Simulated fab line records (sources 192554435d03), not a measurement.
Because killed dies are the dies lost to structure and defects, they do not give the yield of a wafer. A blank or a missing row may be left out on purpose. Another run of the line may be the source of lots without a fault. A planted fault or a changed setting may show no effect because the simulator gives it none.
Split-lot study + flow n5-finfet + 21 wafers read across 7 lots, on a route 1938 steps long

== SPLIT DETAILS ==
At N5_BEOL_M14_ETCH_68 (etches SOC in N2/H2, time 450 s), the setting time-s was moved away from the recipe's 450 s on 5 of the 21 wafers read, by -5.8% to +13.8%. The other wafers ran this setting at the recipe's value.

Reading taken at the split's own step.

== THE READING ==
SiARC_of_BEOL_M14_COAT_66.thk-nm (the simulator's own value, which no gauge read), in nm, at N5_BEOL_M14_ETCH_68 (etches SOC in N2/H2, time 450 s). The file does not state a usual value for it. The 16 wafers here that ran the recipe average 65.6 nm, standard deviation 0.76 nm.

| wafer  | tool, chamber at the split | time-s as run, s | against the recipe | SiARC_of_BEOL_M14_COAT_66.thk-nm, nm | against lot-mates on the recipe |
|--------|----------------------------|------------------|--------------------|--------------------------------------|---------------------------------|
| L076.1 | rie-diel-05, 0             | 450              | recipe             | 63.8                                 | -                               |
| L076.2 | rie-diel-05, 3             | 450              | recipe             | 65.8                                 | -                               |
| L076.5 | rie-diel-05, 2             | 450              | recipe             | 64                                   | -                               |
| L077.4 | rie-diel-05, 2             | 506.5            | +12.6%             | 59                                   | -7.0                            |
| L077.5 | rie-diel-05, 3             | 450              | recipe             | 66                                   | -                               |
| L077.6 | rie-diel-05, 2             | 506.5            | +12.6%             | 58.8                                 | -7.2                            |
| L082.1 | rie-diel-02, 0             | 424.1            | -5.8%              | 69.2                                 | +3.4                            |
| L082.2 | rie-diel-02, 3             | 450              | recipe             | 65.8                                 | -                               |
| L082.5 | rie-diel-02, 0             | 424.1            | -5.8%              | 69                                   | +3.2                            |
| L084.2 | rie-diel-02, 3             | 450              | recipe             | 65.4                                 | -                               |
| L084.5 | rie-diel-02, 2             | 450              | recipe             | 66.8                                 | -                               |
| L084.6 | rie-diel-02, 3             | 450              | recipe             | 65.8                                 | -                               |
| L089.1 | rie-diel-02, 1             | 450              | recipe             | 65.6                                 | -                               |
| L089.4 | rie-diel-02, 1,0           | 450              | recipe             | 66.2                                 | -                               |
| L089.6 | rie-diel-02, 1,0           | 450              | recipe             | 66.2                                 | -                               |
| L093.2 | rie-diel-02, 0             | 450              | recipe             | 66                                   | -                               |
| L093.4 | rie-diel-02, 1             | 450              | recipe             | 65.2                                 | -                               |
| L093.5 | rie-diel-02, 0             | 450              | recipe             | 65.8                                 | -                               |
| L094.1 | rie-diel-02, 0             | 450              | recipe             | 65.8                                 | -                               |
| L094.2 | rie-diel-02, 3             | 450              | recipe             | 64.8                                 | -                               |
| L094.4 | rie-diel-02, 2             | 512              | +13.8%             | 58.2                                 | -7.1                            |
Rows listing several chambers each stand for several wafers; the file does not say which wafer went through which chamber.

THE FIT
A straight line over all 21 wafers: SiARC_of_BEOL_M14_COAT_66.thk-nm changes by -0.545 nm for each +1% of time-s; r = -0.97; the points scatter about the line by 0.71 nm.
The same after taking each lot's own level away (the mean of its wafers on the recipe; 21 wafers): -0.551 nm for each +1%; r = -0.99; scatter 0.51 nm.
Per that fit: largest time-s move, reading shift of 7.6 nm.
From 64.53 to 66.00 nm: that is the span of the lots' own levels, equal to 1.9 times the standard deviation above.
The two slopes agree, so the slope changes little with the lot-to-lot level.
Check: for one of the wafers moved furthest among these (+13.8%), held out of the fit, the line's prediction against its lot-mates is -7.81 nm. Against them it came out at -7.1 nm.

== FURTHER SPLITS ON THESE WAFERS ==
Other splits were also applied to these wafers ahead of the reading. Each is held against what the fit with the lots' levels taken away leaves over:
| other split on the same wafers | wafers away from the commonest value | r with SiARC_of_BEOL_M14_COAT_66.thk-nm (lot level and that fit taken away) |
|--------------------------------|--------------------------------------|-----------------------------------------------------------------------------|
| N5_BEOL_M11_EXPOSE_08 dose-mj  | 6                                    | -0.05                                                                       |
| N5_BEOL_M11_CURE_72 time-s     | 11                                   | +0.06                                                                       |
| N5_BEOL_M13_EXPOSE_07 dose-mj  | 3                                    | -0.07                                                                       |
| N5_BEOL_M13_DESCUM_15 time-s   | 12                                   | +0.19                                                                       |
| N5_BEOL_M14_COAT_22 spin-rpm   | 9                                    | -0.02                                                                       |

== THE FILE'S OWN FIT ==
SiARC_of_BEOL_M14_COAT_66.thk-nm changes by -0.541 nm for each +1% of time-s, r = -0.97.
